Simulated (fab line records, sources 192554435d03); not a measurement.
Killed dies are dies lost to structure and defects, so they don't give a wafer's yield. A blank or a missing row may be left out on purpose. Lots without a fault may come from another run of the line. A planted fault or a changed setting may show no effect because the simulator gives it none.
Which tool did it? | flow n5_finfet | 24 lots, 72 wafers sampled, at 1 step of a route of 1938

WHAT THE GAUGES READ, wafer by wafer
N5_BEOL_M1_OCD_MEAS_38. Usual: trench_depth_nm 54.9 nm, standard deviation 1.2.
lot  | measured     | on     | trench_depth_nm (nm) | flag
L075 | day 7 00:45  | ocd-01 | 54.2 55.0 53.7       |
L074 | day 7 00:59  | ocd-02 | 54.8 56.4 54.5       |
L076 | day 7 01:43  | ocd-01 | 53.7 54.6 54.9       |
L078 | day 7 06:17  | ocd-01 | 53.9 54.3 54.6       |
L077 | day 7 06:31  | ocd-01 | 54.2 54.8 54.5       |
L080 | day 7 21:32  | ocd-01 | 53.9 56.5 54.6       |
L079 | day 8 00:43  | ocd-02 | 55.0 55.9 52.9       |
L081 | day 8 20:30  | ocd-02 | 56.1 57.4 56.0       |
L082 | day 8 21:27  | ocd-02 | 55.9 52.4 56.9       |
L083 | day 9 04:19  | ocd-01 | 56.8 54.7 54.7       |
L084 | day 9 17:38  | ocd-02 | 53.8 54.9 56.7       |
L085 | day 10 00:44 | ocd-02 | 53.1 55.7 55.0       |
L087 | day 10 10:14 | ocd-01 | 56.0 55.7 54.9       |
L086 | day 10 13:25 | ocd-02 | 54.6 54.7 54.6       |
L089 | day 10 16:38 | ocd-02 | 52.2 53.8 54.3       |
L090 | day 10 16:40 | ocd-01 | 52.9 55.5 55.3       |
L088 | day 10 16:43 | ocd-02 | 53.9 55.7 56.3       |
L092 | day 10 22:23 | ocd-01 | 54.4 52.9 55.5       |
L091 | day 11 03:22 | ocd-01 | 55.1 53.1 57.2       |
L093 | day 11 06:18 | ocd-01 | 55.5 54.0 55.9       |
L094 | day 11 06:20 | ocd-02 | 54.4 54.7 54.4       |
L095 | day 11 15:46 | ocd-02 | 56.8 56.9 54.8       |
L096 | day 12 08:16 | ocd-01 | 56.2 53.4 55.5       |
L097 | day 12 11:32 | ocd-02 | 55.0 55.4 53.6       |

WHICH TOOL RAN EACH LOT (tool, then ch and the chambers of the sampled wafers, then the start)
The record holds no process step before these readings.

WHAT THE TOOLS THEMSELVES READ (means of the sampled wafers that have a number; where no wafer has one, the mark that the record gives instead)
The record holds no such reading with a usual standard deviation.

THE ANSWER, worked out from the rows above alone
Rule: a lot is off if the mean of its wafers that have a number lies more than 3 standard deviations from the usual mean. A lot without any number at a reading at which 4 lots or more have one is off too. The other lots that the step has rows for count as sound. The gauges are gone through in route order, then the tools' own readings, and for those a lot's mean is taken as printed above. The first step at which some lot is off is used, and at that step the reading that is off furthest; a lot without a number counts as furthest.
No lot is off at any reading shown: from this, nothing can be told.

WHAT THE SIMULATOR HAD PUT IN
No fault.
